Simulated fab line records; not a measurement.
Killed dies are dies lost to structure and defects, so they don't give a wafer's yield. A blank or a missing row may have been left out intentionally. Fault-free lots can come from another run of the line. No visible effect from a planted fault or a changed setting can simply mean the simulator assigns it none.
The tool behind it: which one? | flow nand_harc | 69 wafers from 23 lots sampled at 6 of the route's 1302 steps

== WHAT EACH GAUGE READ, for each wafer ==
No reading from a measuring or inspecting step in the record can be judged against a usual standard deviation.

== EACH LOT AND THE TOOL THAT RAN IT (in order: tool; ch and the chambers of the sampled wafers; start) ==
lot  | NHARC_A_STAIRCASE_TRIM_12          | NHARC_A_STAIRCASE_ETCH_19                     | NHARC_A_STAIRCASE_TRIM_22                     | NHARC_A_STAIRCASE_TRIM_26                     | NHARC_A_STAIRCASE_STRIP_175          | NHARC_A_STAIRCASE_TRIM_191
L074 | rie_diel-09 ch 1,2,3, day 15 20:28 | rie_diel-09 ch 0,1,2, day 16 01:22 or earlier | rie_diel-09 ch 1,2,3, day 16 01:22 or earlier | rie_diel-09 ch 0,2,3, day 16 01:22 or earlier | plasma_asher-01 ch 0,1, day 16 01:22 | rie_diel-09 ch 0,3, no start
L075 | rie_diel-04 ch 1,2,3, day 16 11:35 | rie_diel-04 ch 0,1,2, day 16 13:40 or earlier | rie_diel-04 ch 0,2,3, day 16 13:40 or earlier | rie_diel-04 ch 1,2,3, day 16 13:40 or earlier | plasma_asher-02 ch 0,1, day 16 13:40 | rie_diel-09 ch 0,1, no start
L077 | rie_diel-09 ch 0,1,2, day 16 16:40 | rie_diel-09 ch 0,1, day 16 18:55 or earlier   | rie_diel-08 ch 1,2,3, day 16 18:55 or earlier | rie_diel-08 ch 2,3, day 16 18:55 or earlier   | plasma_asher-02 ch 0,1, day 16 18:55 | rie_diel-09 ch 0,1,2, no start
L076 | rie_diel-08 ch 0,1,3, day 17 07:28 | rie_diel-08 ch 0,1,2, day 17 09:36 or earlier | rie_diel-08 ch 1,3, day 17 09:36 or earlier   | rie_diel-08 ch 1,2,3, day 17 09:36 or earlier | plasma_asher-02 ch 0,1, day 17 09:36 | rie_diel-04 ch 0,2,3, no start
L078 | rie_diel-08 ch 0,2,3, day 17 19:26 | rie_diel-08 ch 1,2,3, day 17 21:41 or earlier | rie_diel-08 ch 0,3, day 17 21:41 or earlier   | rie_diel-08 ch 0,3, day 17 21:41 or earlier   | plasma_asher-01 ch 0,1, day 17 21:41 | rie_diel-09 ch 1,2, no start
L079 | rie_diel-09 ch 2,3, day 17 19:35   | rie_diel-09 ch 0,1,3, day 17 21:43 or earlier | rie_diel-04 ch 0,3, day 17 21:43 or earlier   | rie_diel-04 ch 0,2, day 17 21:43 or earlier   | plasma_asher-02 ch 0,1, day 17 21:43 | rie_diel-09 ch 0,1,2, no start
L080 | rie_diel-08 ch 1,2, day 17 21:55   | rie_diel-08 ch 1,2,3, day 18 00:05 or earlier | rie_diel-08 ch 0,2,3, day 18 00:05 or earlier | rie_diel-08 ch 0,1, day 18 00:05 or earlier   | plasma_asher-02 ch 0,1, day 18 00:05 | rie_diel-08 ch 1,2,3, no start
L081 | rie_diel-09 ch 0,1,2, day 17 22:19 | rie_diel-09 ch 0,1, day 18 01:43 or earlier   | rie_diel-04 ch 0,1,2, day 18 01:43 or earlier | rie_diel-04 ch 0,3, day 18 01:43 or earlier   | plasma_asher-01 ch 0,1, day 18 01:43 | rie_diel-08 ch 1,2,3, no start
L082 | rie_diel-04 ch 0,2,3, day 19 10:37 | rie_diel-04 ch 1,2,3, day 19 12:44 or earlier | rie_diel-04 ch 0,1,3, day 19 12:44 or earlier | rie_diel-04 ch 0,1,2, day 19 12:44 or earlier | plasma_asher-01 ch 0,1, day 19 12:44 | rie_diel-04 ch 0,1,3, no start
L083 | rie_diel-09 ch 0,1,2, day 19 14:19 | rie_diel-09 ch 0,1, day 19 16:27 or earlier   | rie_diel-09 ch 1,2,3, day 19 16:27 or earlier | rie_diel-09 ch 0,3, day 19 16:27 or earlier   | plasma_asher-01 ch 0,1, day 19 16:27 | rie_diel-09 ch 1,2, no start
L084 | rie_diel-09 ch 0,1,2, day 19 20:33 | rie_diel-09 ch 0,1, day 19 22:43 or earlier   | rie_diel-08 ch 0,2,3, day 19 22:43 or earlier | rie_diel-08 ch 0,2, day 19 22:43 or earlier   | plasma_asher-02 ch 0,1, day 19 22:43 | rie_diel-04 ch 0,1,3, no start
L086 | rie_diel-09 ch 0,1,3, day 21 10:09 | rie_diel-09 ch 1,2,3, day 21 12:15 or earlier | rie_diel-04 ch 0,1,2, day 21 12:15 or earlier | rie_diel-04 ch 0,2,3, day 21 12:15 or earlier | plasma_asher-01 ch 0,1, day 21 12:15 | rie_diel-09 ch 0,1,2, no start
L089 | rie_diel-04 ch 0,3, day 22 01:22   | rie_diel-04 ch 2,3, day 22 03:49 or earlier   | rie_diel-09 ch 0,1,2, day 22 03:49 or earlier | rie_diel-09 ch 0,1,2, day 22 03:49 or earlier | plasma_asher-02 ch 0,1, day 22 03:49 | rie_diel-04 ch 0,3, no start
L088 | rie_diel-04 ch 1,2,3, day 22 01:43 | rie_diel-04 ch 0,1, day 22 04:17 or earlier   | rie_diel-04 ch 0,1,2, day 22 04:17 or earlier | rie_diel-04 ch 0,1, day 22 04:17 or earlier   | plasma_asher-01 ch 0,1, day 22 04:17 | rie_diel-08 ch 0,1, no start
L087 | rie_diel-04 ch 1,2,3, day 22 01:58 | rie_diel-04 ch 0,1, day 22 04:31 or earlier   | rie_diel-08 ch 0,3, day 22 04:31 or earlier   | rie_diel-08 ch 2,3, day 22 04:31 or earlier   | plasma_asher-01 ch 0,1, day 22 04:31 | rie_diel-09 ch 0,1,3, no start
L090 | rie_diel-08 ch 0,1,3, day 22 09:44 | rie_diel-08 ch 1,3, day 22 13:13 or earlier   | rie_diel-08 ch 0,2,3, day 22 13:13 or earlier | rie_diel-08 ch 1,2,3, day 22 13:13 or earlier | plasma_asher-01 ch 0, day 22 13:13   | rie_diel-04 ch 1,2,3, no start
L091 | rie_diel-08 ch 0,2,3, day 23 02:28 | rie_diel-08 ch 0,1,2, day 23 04:35 or earlier | rie_diel-08 ch 0,1,2, day 23 04:35 or earlier | rie_diel-08 ch 0,1,3, day 23 04:35 or earlier | plasma_asher-02 ch 0,1, day 23 04:35 | rie_diel-09 ch 0,1,2, no start
L092 | rie_diel-08 ch 1,2,3, day 23 07:49 | rie_diel-08 ch 0,2,3, day 23 10:06 or earlier | rie_diel-09 ch 1,3, day 23 10:06 or earlier   | rie_diel-09 ch 0,1,3, day 23 10:06 or earlier | plasma_asher-02 ch 0,1, day 23 10:06 | rie_diel-09 ch 0,1, no start
L093 | rie_diel-08 ch 0,1,3, day 23 16:30 | rie_diel-09 ch 0,1,3, day 23 18:51 or earlier | rie_diel-09 ch 0,3, day 23 18:51 or earlier   | rie_diel-09 ch 0,1,2, day 23 18:51 or earlier | plasma_asher-02 ch 0,1, day 23 18:51 | rie_diel-04 ch 0,1,3, no start
L094 | rie_diel-09 ch 1,2,3, day 23 16:58 | rie_diel-09 ch 0,1,3, day 23 19:19 or earlier | rie_diel-04 ch 1,2,3, day 23 19:19 or earlier | rie_diel-04 ch 0,1,2, day 23 19:19 or earlier | plasma_asher-02 ch 0,1, day 23 19:19 | rie_diel-09 ch 0,1,2, no start
L095 | rie_diel-09 ch 0,1,3, day 24 15:11 | rie_diel-09 ch 0,1,3, day 24 17:16 or earlier | rie_diel-04 ch 1,2,3, day 24 17:16 or earlier | rie_diel-04 ch 0,1,2, day 24 17:16 or earlier | plasma_asher-01 ch 0,1, day 24 17:16 | rie_diel-09 ch 0,1,3, no start
L096 | rie_diel-04 ch 2,3, day 25 08:34   | rie_diel-04 ch 1,2,3, day 25 10:40 or earlier | rie_diel-09 ch 0,3, day 25 10:40 or earlier   | rie_diel-09 ch 0,1,3, day 25 10:40 or earlier | plasma_asher-02 ch 0,1, day 25 10:40 | rie_diel-04 ch 1,2,3, no start
L097 | rie_diel-08 ch 1,2,3, day 25 23:03 | rie_diel-08 ch 1,3, day 26 01:08 or earlier   | rie_diel-09 ch 1,3, day 26 01:08 or earlier   | rie_diel-09 ch 1,2,3, day 26 01:08 or earlier | plasma_asher-02 ch 0,1, day 26 01:08 | rie_diel-09 ch 1,2,3, no start
- NHARC_A_STAIRCASE_TRIM_12: chemistry O2, time 211.2 s.
- NHARC_A_STAIRCASE_ETCH_19: etches the open film in C4F8/O2, target depth 100 nm, time 40.5 s.
- NHARC_A_STAIRCASE_TRIM_22: chemistry O2, time 211.2 s.
- NHARC_A_STAIRCASE_TRIM_26: chemistry O2, time 211.2 s.
- NHARC_A_STAIRCASE_STRIP_175: strips in O2.
- NHARC_A_STAIRCASE_TRIM_191: chemistry O2, time 211.2 s.

== WHAT THE TOOLS THEMSELVES READ (means of the sampled wafers that have a number; where no wafer has one, the mark that the record gives instead) ==
NHARC_A_STAIRCASE_TRIM_12.
lot  | tool        | drypump_motor_current_A (A) | oes_product_au (a.u.) | rf_vpp_V (V) | showerhead_plenum_p_Torr (Torr) | throttle_valve_pct (%)
L074 | rie_diel-09 | 5.7                         | 1.001                 | 57.8         | 3.61                            | 17.041
L075 | rie_diel-04 | 5.4                         | 1.000                 | 57.2         | 3.69                            | 17.029
L077 | rie_diel-09 | 5.4                         | 1.004                 | 57.7         | 3.52                            | 17.041
L076 | rie_diel-08 | 5.5                         | 1.005                 | 57.6         | 3.57                            | 17.039
L078 | rie_diel-08 | 5.3                         | 0.998                 | 57.1         | 3.42                            | 17.037
L079 | rie_diel-09 | 5.4                         | 1.004                 | 57.4         | 3.61                            | 17.036
L080 | rie_diel-08 | 5.5                         | 0.993                 | 57.5         | 3.51                            | 17.033
L081 | rie_diel-09 | 5.4                         | 0.999                 | 58.0         | 3.52                            | 17.030
L082 | rie_diel-04 | 5.7                         | 1.003                 | 58.0         | 3.57                            | 17.038
L083 | rie_diel-09 | 5.4                         | 0.999                 | 57.6         | 3.51                            | 17.045
L084 | rie_diel-09 | 5.4                         | 0.997                 | 57.3         | 3.51                            | 17.036
L086 | rie_diel-09 | 5.9                         | 0.993                 | 57.8         | 3.52                            | 17.040
L089 | rie_diel-04 | 5.8                         | 1.000                 | 57.1         | 3.66                            | 17.038
L088 | rie_diel-04 | 5.5                         | 1.001                 | 58.2         | 3.67                            | 17.030
L087 | rie_diel-04 | 5.4                         | 1.001                 | 58.1         | 3.67                            | 17.033
L090 | rie_diel-08 | 5.5                         | 1.001                 | 58.5         | 3.54                            | 17.030
L091 | rie_diel-08 | 5.3                         | 0.993                 | 58.1         | 3.40                            | 17.039
L092 | rie_diel-08 | 5.5                         | 1.000                 | 58.5         | 3.55                            | 17.049
L093 | rie_diel-08 | 5.6                         | 0.998                 | 58.3         | 3.54                            | 17.036
L094 | rie_diel-09 | 5.7                         | 1.009                 | 57.9         | 3.57                            | 17.035
L095 | rie_diel-09 | 5.9                         | 1.000                 | 58.2         | 3.51                            | 17.042
L096 | rie_diel-04 | 5.7                         | 1.002                 | 56.9         | 3.56                            | 17.037
L097 | rie_diel-08 | 5.6                         | 0.995                 | 57.7         | 3.54                            | 17.036

NHARC_A_STAIRCASE_ETCH_19.
lot  | tool        | oes_product_au (a.u.) | rf_vpp_V (V)
L074 | rie_diel-09 | 0.953                 | 895
L075 | rie_diel-04 | 0.945                 | 897
L077 | rie_diel-09 | 0.946                 | 893
L076 | rie_diel-08 | 0.949                 | 896
L078 | rie_diel-08 | 0.931                 | 897
L079 | rie_diel-09 | 0.939                 | 896
L080 | rie_diel-08 | 0.944                 | 897
L081 | rie_diel-09 | 0.939                 | 893
L082 | rie_diel-04 | 0.943                 | 902
L083 | rie_diel-09 | 0.955                 | 893
L084 | rie_diel-09 | 0.937                 | 895
L086 | rie_diel-09 | 0.939                 | 898
L089 | rie_diel-04 | 0.938                 | 901
L088 | rie_diel-04 | 0.935                 | 900
L087 | rie_diel-04 | 0.952                 | 895
L090 | rie_diel-08 | 0.926                 | 899
L091 | rie_diel-08 | 0.945                 | 895
L092 | rie_diel-08 | 0.945                 | 891
L093 | rie_diel-09 | 0.943                 | 895
L094 | rie_diel-09 | 0.933                 | 895
L095 | rie_diel-09 | 0.947                 | 895
L096 | rie_diel-04 | 0.949                 | 900
L097 | rie_diel-08 | 0.939                 | 899

NHARC_A_STAIRCASE_TRIM_22.
lot  | tool        | drypump_motor_current_A (A) | oes_product_au (a.u.) | rf_vpp_V (V) | showerhead_plenum_p_Torr (Torr) | throttle_valve_pct (%)
L074 | rie_diel-09 | 5.6                         | 1.002                 | 57.2         | 3.61                            | 17.035
L075 | rie_diel-04 | 5.7                         | 0.999                 | 58.1         | 3.58                            | 17.027
L077 | rie_diel-08 | 5.5                         | 0.998                 | 57.7         | 3.57                            | 17.037
L076 | rie_diel-08 | 5.5                         | 0.997                 | 58.1         | 3.62                            | 17.038
L078 | rie_diel-08 | 5.3                         | 0.998                 | 57.0         | 3.47                            | 17.037
L079 | rie_diel-04 | 5.8                         | 1.002                 | 57.8         | 3.55                            | 17.032
L080 | rie_diel-08 | 5.3                         | 1.003                 | 57.5         | 3.42                            | 17.038
L081 | rie_diel-04 | 5.4                         | 1.004                 | 57.3         | 3.56                            | 17.041
L082 | rie_diel-04 | 5.5                         | 1.001                 | 58.7         | 3.66                            | 17.029
L083 | rie_diel-09 | 5.6                         | 1.005                 | 58.5         | 3.59                            | 17.037
L084 | rie_diel-08 | 5.3                         | 1.004                 | 57.6         | 3.41                            | 17.033
L086 | rie_diel-04 | 5.4                         | 1.000                 | 58.1         | 3.55                            | 17.039
L089 | rie_diel-09 | 5.4                         | 0.999                 | 57.7         | 3.50                            | 17.032
L088 | rie_diel-04 | 5.4                         | 1.002                 | 58.7         | 3.55                            | 17.026
L087 | rie_diel-08 | 5.3                         | 0.991                 | 57.3         | 3.40                            | 17.038
L090 | rie_diel-08 | 5.3                         | 1.004                 | 57.4         | 3.40                            | 17.038
L091 | rie_diel-08 | 5.6                         | 1.004                 | 57.9         | 3.49                            | 17.032
L092 | rie_diel-09 | 5.9                         | 1.001                 | 57.2         | 3.56                            | 17.034
L093 | rie_diel-09 | 6.0                         | 1.001                 | 58.1         | 3.47                            | 17.041
L094 | rie_diel-04 | 5.4                         | 0.997                 | 58.4         | 3.66                            | 17.030
L095 | rie_diel-04 | 5.4                         | 1.007                 | 57.6         | 3.66                            | 17.041
L096 | rie_diel-09 | 6.3                         | 0.998                 | 57.7         | 3.54                            | 17.032
L097 | rie_diel-09 | 5.9                         | 1.000                 | 57.4         | 3.55                            | 17.048

NHARC_A_STAIRCASE_TRIM_26.
lot  | tool        | drypump_motor_current_A (A) | oes_product_au (a.u.) | rf_vpp_V (V) | showerhead_plenum_p_Torr (Torr) | throttle_valve_pct (%)
L074 | rie_diel-09 | 5.7                         | 1.001                 | 58.5         | 3.56                            | 17.045
L075 | rie_diel-04 | 5.4                         | 1.001                 | 58.0         | 3.69                            | 17.040
L077 | rie_diel-08 | 5.3                         | 1.005                 | 57.2         | 3.43                            | 17.034
L076 | rie_diel-08 | 5.5                         | 0.995                 | 57.2         | 3.57                            | 17.038
L078 | rie_diel-08 | 5.3                         | 0.995                 | 58.0         | 3.42                            | 17.032
L079 | rie_diel-04 | 5.6                         | 0.999                 | 57.6         | 3.46                            | 17.036
L080 | rie_diel-08 | 5.6                         | 0.992                 | 58.4         | 3.51                            | 17.029
L081 | rie_diel-04 | 5.8                         | 1.002                 | 57.8         | 3.68                            | 17.032
L082 | rie_diel-04 | 5.4                         | 1.002                 | 58.1         | 3.56                            | 17.036
L083 | rie_diel-09 | 6.3                         | 1.007                 | 58.5         | 3.57                            | 17.033
L084 | rie_diel-08 | 5.3                         | 0.987                 | 57.1         | 3.35                            | 17.032
L086 | rie_diel-04 | 5.7                         | 1.008                 | 58.1         | 3.56                            | 17.045
L089 | rie_diel-09 | 5.4                         | 0.993                 | 58.4         | 3.50                            | 17.042
L088 | rie_diel-04 | 5.4                         | 1.008                 | 57.5         | 3.53                            | 17.038
L087 | rie_diel-08 | 5.2                         | 0.996                 | 57.7         | 3.46                            | 17.033
L090 | rie_diel-08 | 5.5                         | 0.997                 | 57.9         | 3.55                            | 17.036
L091 | rie_diel-08 | 5.5                         | 0.997                 | 58.3         | 3.54                            | 17.031
L092 | rie_diel-09 | 6.0                         | 0.999                 | 57.6         | 3.51                            | 17.041
L093 | rie_diel-09 | 5.4                         | 1.000                 | 58.5         | 3.49                            | 17.034
L094 | rie_diel-04 | 5.4                         | 1.002                 | 58.6         | 3.54                            | 17.030
L095 | rie_diel-04 | 5.4                         | 1.009                 | 57.6         | 3.53                            | 17.047
L096 | rie_diel-09 | 6.0                         | 1.004                 | 58.5         | 3.50                            | 17.025
L097 | rie_diel-09 | 5.7                         | 0.998                 | 58.0         | 3.56                            | 17.053

NHARC_A_STAIRCASE_STRIP_175.
lot  | tool            | drypump_motor_current_A (A) | heater_power_w (W)
L074 | plasma_asher-01 | 5.7                         | 331
L075 | plasma_asher-02 | 5.7                         | 377
L077 | plasma_asher-02 | 5.7                         | 379
L076 | plasma_asher-02 | 5.7                         | 380
L078 | plasma_asher-01 | 5.7                         | 329
L079 | plasma_asher-02 | 5.7                         | 397
L080 | plasma_asher-02 | 5.7                         | 375
L081 | plasma_asher-01 | 5.7                         | 321
L082 | plasma_asher-01 | 6.1                         | 314
L083 | plasma_asher-01 | 6.1                         | 310
L084 | plasma_asher-02 | 5.8                         | 375
L086 | plasma_asher-01 | 6.0                         | 311
L089 | plasma_asher-02 | 5.7                         | 365
L088 | plasma_asher-01 | 6.1                         | 310
L087 | plasma_asher-01 | 6.0                         | 313
L090 | plasma_asher-01 | 5.4                         | 344
L091 | plasma_asher-02 | 5.8                         | 381
L092 | plasma_asher-02 | 5.7                         | 359
L093 | plasma_asher-02 | 5.8                         | 383
L094 | plasma_asher-02 | 5.7                         | 359
L095 | plasma_asher-01 | 6.0                         | 319
L096 | plasma_asher-02 | 5.7                         | 357
L097 | plasma_asher-02 | 5.7                         | 353

NHARC_A_STAIRCASE_TRIM_191.
lot  | tool        | drypump_motor_current_A (A) | oes_product_au (a.u.) | rf_vpp_V (V) | showerhead_plenum_p_Torr (Torr) | throttle_valve_pct (%)
L074 | rie_diel-09 | 6.2                         | 1.008                 | 57.4         | 3.58                            | 17.042
L075 | rie_diel-09 | 5.7                         | 1.002                 | 57.3         | 3.51                            | 17.038
L077 | rie_diel-09 | 5.4                         | 1.001                 | 57.7         | 3.52                            | 17.037
L076 | rie_diel-04 | 5.7                         | 0.999                 | 59.1         | 3.57                            | 17.037
L078 | rie_diel-09 | 5.4                         | 1.000                 | 58.4         | 3.56                            | 17.044
L079 | rie_diel-09 | 5.4                         | 1.000                 | 57.6         | 3.52                            | 17.040
L080 | rie_diel-08 | 5.5                         | 0.999                 | 57.7         | 3.57                            | 17.038
L081 | rie_diel-08 | 5.5                         | 0.995                 | 58.1         | 3.57                            | 17.039
L082 | rie_diel-04 | 5.5                         | 1.002                 | 58.0         | 3.66                            | 17.039
L083 | rie_diel-09 | 5.3                         | 0.999                 | 57.9         | 3.55                            | 17.035
L084 | rie_diel-04 | 5.5                         | 0.997                 | 58.0         | 3.66                            | 17.039
L086 | rie_diel-09 | 5.4                         | 1.003                 | 57.4         | 3.50                            | 17.038
L089 | rie_diel-04 | 5.8                         | 1.002                 | 58.7         | 3.54                            | 17.040
L088 | rie_diel-08 | 5.8                         | 0.998                 | 57.7         | 3.63                            | 17.041
L087 | rie_diel-09 | 5.9                         | 0.991                 | 58.3         | 3.52                            | 17.035
L090 | rie_diel-04 | 5.4                         | 1.004                 | 58.0         | 3.66                            | 17.038
L091 | rie_diel-09 | 5.4                         | 1.004                 | 57.8         | 3.49                            | 17.037
L092 | rie_diel-09 | 5.7                         | 0.995                 | 58.3         | 3.48                            | 17.036
L093 | rie_diel-04 | 5.5                         | 0.991                 | 59.0         | 3.64                            | 17.038
L094 | rie_diel-09 | 5.4                         | 0.997                 | 58.1         | 3.49                            | 17.033
L095 | rie_diel-09 | 6.0                         | 1.005                 | 58.4         | 3.51                            | 17.041
L096 | rie_diel-04 | 5.5                         | 1.001                 | 58.1         | 3.65                            | 17.045
L097 | rie_diel-09 | 5.6                         | 1.003                 | 57.6         | 3.56                            | 17.035

== THE ANSWER, worked out from the rows above alone ==
Rule: usual is defined by the lots themselves. Put in order of their means at a reading, lots are off if they are a third of the lots or fewer, leave a main group of 4 or more, and stand apart from it by a gap of 3 or more times the standard deviation of the main group's means; of several such gaps the widest counts. A main group whose means are all the same, to the digits that the tables above print for the reading, isn't used. A lot without any number at a reading at which 4 lots or more have one is off too. Where the step has rows for the other lots, those lots are counted as sound. First the gauges in route order, then the tools' own readings, where a lot's mean is used as printed above. At the first step where some lot is off, the reading lying furthest off is the one used; lots without a number count as furthest.
No lot is off at any reading shown: from this, nothing can be told.

== WHAT THE SIMULATOR HAD INSERTED ==
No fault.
